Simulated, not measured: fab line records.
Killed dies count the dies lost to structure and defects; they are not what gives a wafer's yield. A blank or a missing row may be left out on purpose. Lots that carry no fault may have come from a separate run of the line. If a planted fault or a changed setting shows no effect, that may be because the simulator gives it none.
Matching of chambers || flow nand_harc || NHARC_A_STAIRCASE_TRIM_220 on rie_diel-07: 4 sister chambers
The step chemistry O2, time 211.2 s. 4 wafers are shown with their chamber, then 11 later ones without.

## WAFERS WITH THEIR CHAMBER
{"wafer": "L088.6", "chamber": 3, "drypump_motor_current_A (A)": 5.8}
{"wafer": "L090.3", "chamber": 2, "drypump_motor_current_A (A)": 6.2}
{"wafer": "L090.6", "chamber": 0, "drypump_motor_current_A (A)": 6.4}
{"wafer": "L091.1", "chamber": 1, "drypump_motor_current_A (A)": 5.4}

## WAFERS WITH NO CHAMBER GIVEN
{"wafer": "L091.4", "drypump_motor_current_A (A)": 5.9}
{"wafer": "L091.5", "drypump_motor_current_A (A)": 5.4}
{"wafer": "L092.2", "drypump_motor_current_A (A)": 6.5}
{"wafer": "L092.3", "drypump_motor_current_A (A)": 5.3}
{"wafer": "L092.4", "drypump_motor_current_A (A)": 6.2}
{"wafer": "L096.1", "drypump_motor_current_A (A)": 5.4}
{"wafer": "L096.5", "drypump_motor_current_A (A)": 6.2}
{"wafer": "L096.6", "drypump_motor_current_A (A)": 5.9}
{"wafer": "L097.2", "drypump_motor_current_A (A)": 5.4}
{"wafer": "L097.4", "drypump_motor_current_A (A)": 6.2}
{"wafer": "L097.6", "drypump_motor_current_A (A)": 6.5}

## EACH ONE'S CHAMBER
{"wafer": "L091.4", "from the rows above": 3, "in truth": 3}
{"wafer": "L091.5", "from the rows above": 1, "in truth": 1}
{"wafer": "L092.2", "from the rows above": 0, "in truth": 0}
{"wafer": "L092.3", "from the rows above": 1, "in truth": 1}
{"wafer": "L092.4", "from the rows above": 2, "in truth": 2}
{"wafer": "L096.1", "from the rows above": 1, "in truth": 1}
{"wafer": "L096.5", "from the rows above": 2, "in truth": 2}
{"wafer": "L096.6", "from the rows above": 3, "in truth": 3}
{"wafer": "L097.2", "from the rows above": 1, "in truth": 1}
{"wafer": "L097.4", "from the rows above": 2, "in truth": 2}
{"wafer": "L097.6", "from the rows above": 0, "in truth": 0}
Correct placement for 11 of the 11. Can't be placed from these rows: 0. Wrongly placed: 0.
How it was worked out, from the rows above alone: a wafer's distance from a chamber is the root of the sum, over the readings, of the square of ((its reading less the chamber's mean) divided by the reading's scatter). The wafer belongs to the nearest chamber; if the next one is less than 2 further off, it can't be placed. The mean given for a chamber averages the wafers shown for that chamber. The scatter: root of mean squared gap, hidden wafer to nearest shown wafer, with one shown wafer a chamber.
